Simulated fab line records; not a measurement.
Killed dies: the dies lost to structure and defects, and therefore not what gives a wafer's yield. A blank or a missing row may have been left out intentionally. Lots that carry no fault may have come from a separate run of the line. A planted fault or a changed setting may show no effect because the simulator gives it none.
fab line records + flow n5-finfet
record:
- lots: 7
- wafers: 21
- last-day: 17
route steps=1938 shown BEOL_M4@1021
lots that met no fault: taken from a fault-free run of the same line
start-h: the number of hours between the record's first day and the start of the first shown wafer of the lot + wait-h: time in hours since the lot's previous step + " as in the row above + L1.1+2: several wafers, shown together as one row + - no value present, or no start provided + * or withheld: withheld + < > ~ a bound
route shown NAME@n: NAME is a module with steps in the file, n the number in the route of the first one + usual: mean/standard deviation of fault-free wafers + same: alike in all rows + chamber/n: place in a boat + sites: per-site readings + _std_site: how widely they spread, as a standard deviation + _edge_site: the outer-site mean with the inner-site mean subtracted + radius-mm: how far each site lies from the wafer's centre + mask NAME#n: copy n + behind: the tool/chamber that last shaped the wafer + hold: why the lot was held/for how many hours/how that ended + device: which transistor (n, p or np) failed to switch + end of line: the route-end tests of the same wafers + step lacking rows: just its recipe + killed: dies that structure and defects cost at the first sort, which is not the same as the wafer's yield + map: a wafer's dies, x killed, . not, _ none there
set.NAME: the setting the step ran with; set.NAME@STEP: the setting that earlier step ran with + model.NAME: the simulator's own value behind a step, which no gauge read
lots seen at some steps along the route; tables by step, rows by wafer
services: the hour from which a tool's chamber was out of use, counted from the record's first day as start-h (under 0 if before that day), plus the number of hours and why
== steps ==
step: N5_BEOL_M4_ILD_DEP_00
recipe:
- material: SiOC
- target-thk-a: 790
- temp-c: 350
- precursor: DEMS/O2
- pressure-torr: 5
- rf-w: 500
- time-s: 15.3
usual:
- chamber-pressure-Torr: 5.000/0.011
- heater-power-w: 525/95
- showerhead-plenum-p-Torr: 5.699/0.013
- throttle-valve-pct: 11.4/0.61
| lot.wafer | tool     | chamber | start-h | wait-h | chamber-pressure-Torr | heater-power-w | showerhead-plenum-p-Torr | throttle-valve-pct |
|-----------|----------|---------|---------|--------|-----------------------|----------------|--------------------------|--------------------|
| L575.1    | pecvd-03 | 0       | 189.95  | 0.0    | 5.015                 | 574            | 5.715                    | 11.6               |
| L575.2    | "        | 1       | "       | "      | 4.978                 | 631            | 5.701                    | 11.9               |
| L575.5    | "        | 2       | "       | "      | 4.994                 | 475            | 5.691                    | 10.6               |
| L580.2    | pecvd-02 | 0       | 223.54  | 0.0    | 5.012                 | 507            | 5.714                    | 11.8               |
| L580.4    | "        | 2       | "       | "      | 4.996                 | 540            | 5.718                    | 10.7               |
| L580.5    | "        | 1       | "       | "      | 4.998                 | 346            | 5.689                    | 12.1               |
| L581.3    | pecvd-01 | 1       | 235.34  | 0.0    | 4.990                 | 473            | 5.705                    | 11.7               |
| L581.4    | "        | 0       | "       | "      | 4.999                 | 427            | 5.677                    | 12.1               |
| L581.5    | "        | 2       | "       | "      | 5.012                 | 614            | 5.689                    | 10.8               |
| L582.1    | pecvd-02 | 0       | 240.28  | 0.0    | 5.008                 | 472            | 5.709                    | 11.7               |
| L582.2    | "        | 2       | "       | "      | 5.014                 | 514            | 5.711                    | 10.9               |
| L582.3    | "        | 1       | "       | "      | 4.991                 | 372            | 5.677                    | 11.7               |
| L584.1    | pecvd-03 | 2       | 245.61  | 0.0    | 4.998                 | 456            | 5.708                    | 10.3               |
| L584.4    | "        | 0       | "       | "      | 5.003                 | 593            | 5.709                    | 11.7               |
| L584.5    | "        | 2       | "       | "      | 4.996                 | 427            | 5.700                    | 10.4               |
| L590.1    | pecvd-03 | 0       | 271.97  | 0.0    | 5.004                 | 678            | 5.722                    | 11.7               |
| L590.3    | "        | 1       | "       | "      | 4.988                 | 663            | 5.716                    | 12.0               |
| L590.4    | "        | 1       | "       | "      | 4.986                 | 655            | 5.701                    | 12.0               |
| L593.3    | pecvd-01 | 2       | 309.69  | 0.0    | 5.012                 | 626            | 5.685                    | 11.2               |
| L593.4    | "        | 1       | "       | "      | 5.015                 | 468            | 5.717                    | 11.4               |
| L593.6    | "        | 2       | "       | "      | 4.980                 | 618            | 5.696                    | 10.8               |
step: N5_BEOL_M4_THK_MEAS_01
recipe:
- reads: SiOC_of_BEOL_M4_ILD_DEP_00
usual:
- M4_ILD_THK: 79.0/1.2
| lot.wafer | tool          | chamber | start-h | wait-h | M4_ILD_THK[nm] |
|-----------|---------------|---------|---------|--------|----------------|
| L575.1    | film-metro-02 | -       | 190.01  | 0.0    | 77.5           |
| L575.2    | "             | -       | "       | "      | 78.7           |
| L575.5    | "             | -       | "       | "      | 78.8           |
| L580.2    | film-metro-01 | -       | 223.60  | 0.1    | 77.5           |
| L580.4    | "             | -       | "       | "      | 80.7           |
| L580.5    | "             | -       | "       | "      | 78.5           |
| L581.3    | film-metro-02 | -       | 235.41  | 0.1    | 79.8           |
| L581.4    | "             | -       | "       | "      | 78.1           |
| L581.5    | "             | -       | "       | "      | 80.3           |
| L582.1    | film-metro-02 | -       | 240.35  | 0.0    | 78.9           |
| L582.2    | "             | -       | "       | "      | 80.4           |
| L582.3    | "             | -       | "       | "      | 78.1           |
| L584.1    | film-metro-01 | -       | 245.67  | 0.0    | 79.2           |
| L584.4    | "             | -       | "       | "      | 79.5           |
| L584.5    | "             | -       | "       | "      | 79.8           |
| L590.1    | film-metro-01 | -       | 272.03  | 0.0    | 77.8           |
| L590.3    | "             | -       | "       | "      | 77.2           |
| L590.4    | "             | -       | "       | "      | 78.9           |
| L593.3    | film-metro-01 | -       | 309.76  | 0.1    | 78.2           |
| L593.4    | "             | -       | "       | "      | 80.4           |
| L593.6    | "             | -       | "       | "      | 78.7           |
step: N5_BEOL_M4_PECVD_72
recipe:
- material: SiO2
- target-thk-a: 160
- temp-c: 400
- precursor: TEOS/O2
- pressure-torr: 5.5
- rf-w: 450
- teos-flow-sccm: 53.8
- gas: O2
- flow-sccm: 3000
- time-s: 18
usual:
- chamber-pressure-Torr: 5.499/0.013
- heater-power-w: 748/110
- showerhead-plenum-p-Torr: 8.80/0.053
- throttle-valve-pct: 21.6/0.99
| lot.wafer | tool     | chamber | start-h | wait-h | chamber-pressure-Torr | heater-power-w | showerhead-plenum-p-Torr | throttle-valve-pct |
|-----------|----------|---------|---------|--------|-----------------------|----------------|--------------------------|--------------------|
| L575.1    | pecvd-01 | 1       | 190.05  | 0.0    | 5.488                 | 773            | 8.82                     | 22.0               |
| L575.2    | "        | 0       | "       | "      | 5.505                 | 640            | 8.70                     | 22.4               |
| L575.5    | "        | 1       | "       | "      | 5.490                 | 759            | 8.83                     | 21.7               |
| L580.2    | pecvd-01 | 0       | 223.64  | 0.0    | 5.508                 | 690            | 8.71                     | 22.6               |
| L580.4    | "        | 1       | "       | "      | 5.512                 | 820            | 8.82                     | 21.9               |
| L580.5    | "        | 1       | "       | "      | 5.478                 | 809            | 8.81                     | 21.9               |
| L581.3    | pecvd-02 | 1       | 235.44  | 0.0    | 5.491                 | 627            | 8.73                     | 22.3               |
| L581.4    | "        | 0       | "       | "      | 5.514                 | 712            | 8.86                     | 22.0               |
| L581.5    | "        | 2       | "       | "      | 5.508                 | 768            | 8.84                     | 20.6               |
| L582.1    | pecvd-03 | 1       | 240.39  | 0.0    | 5.498                 | 832            | 8.83                     | 22.5               |
| L582.2    | "        | 0       | "       | "      | 5.494                 | 914            | 8.84                     | 21.6               |
| L582.3    | "        | 2       | "       | "      | 5.515                 | 646            | 8.79                     | 19.4               |
| L584.1    | pecvd-01 | 0       | 245.71  | 0.0    | 5.487                 | 654            | 8.70                     | 22.7               |
| L584.4    | "        | 1       | "       | "      | 5.494                 | 724            | 8.85                     | 21.9               |
| L584.5    | "        | 2       | "       | "      | 5.524                 | 932            | 8.78                     | 20.3               |
| L590.1    | pecvd-02 | 1       | 272.10  | 0.1    | 5.484                 | 605            | 8.73                     | 22.7               |
| L590.3    | "        | 0       | "       | "      | 5.510                 | 646            | 8.86                     | 22.1               |
| L590.4    | "        | 0       | "       | "      | 5.476                 | 636            | 8.87                     | 22.0               |
| L593.3    | pecvd-02 | 0       | 309.79  | 0.0    | 5.486                 | 713            | 8.87                     | 22.0               |
| L593.4    | "        | 1       | "       | "      | 5.486                 | 612            | 8.75                     | 22.1               |
| L593.6    | "        | 2       | "       | "      | 5.487                 | 786            | 8.85                     | 20.8               |
step: N5_BEOL_M4_HM_DEP_02
recipe:
- material: TiN
- target-thk-a: 200
- temp-c: 25
- chamber-pressure-pa: 0.49996
usual:
- throttle-valve-pct: 30.1/0.89
| lot.wafer | tool           | chamber | start-h | wait-h | throttle-valve-pct |
|-----------|----------------|---------|---------|--------|--------------------|
| L575.1    | pvd-sputter-03 | -       | 190.91  | 0.8    | 30.5               |
| L575.2    | "              | -       | "       | "      | 32.1               |
| L575.5    | "              | -       | "       | "      | 30.9               |
| L580.2    | pvd-sputter-02 | -       | 225.20  | 1.5    | 29.7               |
| L580.4    | "              | -       | "       | "      | 29.6               |
| L580.5    | "              | -       | "       | "      | 29.7               |
| L581.3    | pvd-sputter-02 | -       | 235.50  | 0.0    | 29.4               |
| L581.4    | "              | -       | "       | "      | 29.5               |
| L581.5    | "              | -       | "       | "      | 29.5               |
| L582.1    | pvd-sputter-03 | -       | 241.53  | 1.1    | 30.7               |
| L582.2    | "              | -       | "       | "      | 32.1               |
| L582.3    | "              | -       | "       | "      | 31.5               |
| L584.1    | pvd-sputter-01 | -       | 246.59  | 0.9    | 28.5               |
| L584.4    | "              | -       | "       | "      | 30.4               |
| L584.5    | "              | -       | "       | "      | 30.2               |
| L590.1    | pvd-sputter-02 | -       | 272.91  | 0.8    | 29.8               |
| L590.3    | "              | -       | "       | "      | 29.6               |
| L590.4    | "              | -       | "       | "      | 29.6               |
| L593.3    | pvd-sputter-01 | -       | 310.42  | 0.6    | 30.4               |
| L593.4    | "              | -       | "       | "      | 28.4               |
| L593.6    | "              | -       | "       | "      | 30.2               |
step: N5_BEOL_M4_COAT_61
recipe:
- resist: SOC
- temp-c: 250
- time-s: 60
- spin-rpm: 1500
- resist-thk-nm: 60
step: N5_BEOL_M4_COAT_62
recipe:
- resist: SiARC
- temp-c: 220
- time-s: 60
- spin-rpm: 1500
- resist-thk-nm: 12
step: N5_BEOL_M4_COAT_73
recipe:
- resist: underlayer
- temp-c: 205
- time-s: 60
- spin-rpm: 1500
- resist-thk-nm: 5
step: N5_BEOL_M4_COAT_05
recipe:
- resist: CAR-EUV
- spin-rpm: 1500
- resist-thk-nm: 30
step: N5_BEOL_M4_EBR_07
recipe:
- solvent: PGMEA
- ebr-width-mm: 1.5
step: N5_BEOL_M4_SOFTBAKE_06
recipe:
- temp-c: 110
- time-s: 60
- resist: CAR-EUV
step: N5_BEOL_M4_EXPOSE_08
recipe:
- mask-id: M4
- na: 0.33
- source-shape: dipole
- sigma-inner: 0.369
- sigma-outer: 0.767
- polarization: unpolarized
- dose-mj: 41.25
step: N5_BEOL_M4_PEB_09
recipe:
- peb-temp-c: 100
- peb-time-s: 60
- resist: CAR-EUV
step: N5_BEOL_M4_DEVELOP_10
recipe:
- develop-time-s: 30
- developer: TMAH
- resist: CAR-EUV
- rinse-liquid: surfactant-rinse
- dry: air-spin
- dev-temp-c: 23
usual:
- chill-plate-temp-C: 22.99/0.11
- develop-time-s: 30/0
| lot.wafer | tool           | chamber | start-h | wait-h | chill-plate-temp-C | develop-time-s | model.CAR-EUV_of_BEOL_M4_COAT_05.thk-nm |
|-----------|----------------|---------|---------|--------|--------------------|----------------|-----------------------------------------|
| L575.1    | litho-track-04 | 0       | 191.37  | -      | 23.03              | 30             | 29.6                                    |
| L575.2    | "              | 0       | "       | "      | 23.09              | 30             | 29.6                                    |
| L575.5    | "              | 0       | "       | "      | 23.18              | 30             | 29.8                                    |
| L580.2    | litho-track-02 | -       | 225.54  | -      | -                  | -              | 29.8                                    |
| L580.4    | "              | -       | "       | "      | -                  | -              | 30                                      |
| L580.5    | "              | -       | "       | "      | -                  | -              | 30                                      |
| L581.3    | litho-track-04 | -       | 235.84  | -      | -                  | -              | 30                                      |
| L581.4    | "              | -       | "       | "      | -                  | -              | 30                                      |
| L581.5    | "              | -       | "       | "      | -                  | -              | 30.2                                    |
| L582.1    | litho-track-05 | -       | 241.99  | -      | -                  | -              | 30                                      |
| L582.2    | "              | -       | "       | "      | -                  | -              | 29.8                                    |
| L582.3    | "              | -       | "       | "      | -                  | -              | 29.8                                    |
| L584.1    | litho-track-04 | 0       | 247.06  | -      | 23.08              | 30             | 29.6                                    |
| L584.4    | "              | 0       | "       | "      | 23.06              | 30             | 29.6                                    |
| L584.5    | "              | 0       | "       | "      | 23.00              | 30             | 29.6                                    |
| L590.1    | litho-track-02 | 0       | 273.24  | -      | 23.13              | 30             | 29.6                                    |
| L590.3    | "              | 0       | "       | "      | 23.09              | 30             | 29.6                                    |
| L590.4    | "              | 0       | "       | "      | 23.21              | 30             | 29.8                                    |
| L593.3    | litho-track-04 | 0       | 310.88  | -      | 23.01              | 30             | 29.6                                    |
| L593.4    | "              | 0       | "       | "      | 23.00              | 30             | 29.6                                    |
| L593.6    | "              | 0       | "       | "      | 22.95              | 30             | 29.8                                    |
step: N5_BEOL_M4_CD_MEAS_11
recipe:
- target-cd-nm: 16.79
- landing-energy-ev: 500
- detector: se-inlens
- polarity: opening
usual:
- cd-nm: 16.73/0.24
same:
- landing-energy-ev: 500
| lot.wafer | tool      | chamber | start-h | wait-h | cd-nm |
|-----------|-----------|---------|---------|--------|-------|
| L575.1    | cd-sem-03 | 0       | 191.43  | -      | 17.17 |
| L575.2    | "         | 0       | "       | "      | 16.34 |
| L575.5    | "         | 0       | "       | "      | 16.69 |
| L580.2    | cd-sem-01 | 0       | 225.60  | -      | -     |
| L580.4    | "         | 0       | "       | "      | -     |
| L580.5    | "         | 0       | "       | "      | -     |
| L581.3    | cd-sem-02 | 0       | 235.90  | -      | -     |
| L581.4    | "         | 0       | "       | "      | -     |
| L581.5    | "         | 0       | "       | "      | -     |
| L582.1    | cd-sem-02 | 0       | 242.05  | -      | -     |
| L582.2    | "         | 0       | "       | "      | -     |
| L582.3    | "         | 0       | "       | "      | -     |
| L584.1    | cd-sem-01 | 0       | 247.11  | -      | 16.58 |
| L584.4    | "         | 0       | "       | "      | 16.57 |
| L584.5    | "         | 0       | "       | "      | 16.84 |
| L590.1    | cd-sem-02 | 0       | 273.30  | -      | 16.90 |
| L590.3    | "         | 0       | "       | "      | 16.62 |
| L590.4    | "         | 0       | "       | "      | 16.32 |
| L593.3    | cd-sem-01 | 0       | 310.94  | -      | 16.70 |
| L593.4    | "         | 0       | "       | "      | 16.54 |
| L593.6    | "         | 0       | "       | "      | 16.45 |
== services ==
| tool           | chamber | start-h | hours | kind                          |
|----------------|---------|---------|-------|-------------------------------|
| litho-track-05 | -       | 188.84  | -     | consumable-replace:filter     |
| pecvd-01       | 0       | 196.20  | 4.1   | repair                        |
| pecvd-01       | 2       | 202.38  | -     | clean                         |
| pecvd-01       | 2       | 202.38  | -     | consumable-replace:showerhead |
| pecvd-01       | 2       | 202.38  | 29.0  | scheduled-down                |
| pecvd-01       | 2       | 202.38  | 29.0  | vent-cycle                    |
| pecvd-03       | -       | 225.44  | 0.3   | repair                        |
| pecvd-02       | -       | 256.38  | 0.4   | repair                        |
| pecvd-01       | -       | 262.33  | 14.6  | pm                            |
| pecvd-03       | 0       | 284.83  | 5.5   | scheduled-down                |
== key ==
first-sign:
- step: N5_BEOL_M4_DEVELOP_10
- reading: tool-record
- direction: missing
effect none on later readings
model-effect:
- step: N5_BEOL_M4_DEVELOP_10
- value: CAR-EUV_of_BEOL_M4_COAT_05.thk-nm
- without: 29.47
- struck: 29.96
met-at N5_BEOL_M4_DEVELOP_10
struck-wafers L580.2,L580.4,L580.5,L581.3,L581.4,L581.5,L582.1,L582.2,L582.3
later-rows-left-out L580.2,L580.4,L580.5,L581.3,L581.4,L581.5,L582.1,L582.2,L582.3
sort-left-out L580.2,L580.4,L580.5,L581.3,L581.4,L581.5,L582.1,L582.2,L582.3
onset-between 191.37 225.54
fault:
- kind: skipped-step-whole
- tool: litho-track-02,litho-track-04,litho-track-05
- chamber: -
- onset-h: 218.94
- steps: N5_BEOL_M4_DEVELOP_10
- scope: struck-lots-only
sort-left-out: the simulated sort isn't trusted on such a fault, so these wafers' sort isn't shown, and their yield isn't known
later-rows-left-out: the simulator's readings of these wafers behind a module that went badly wrong aren't trusted and aren't shown, but for the sort
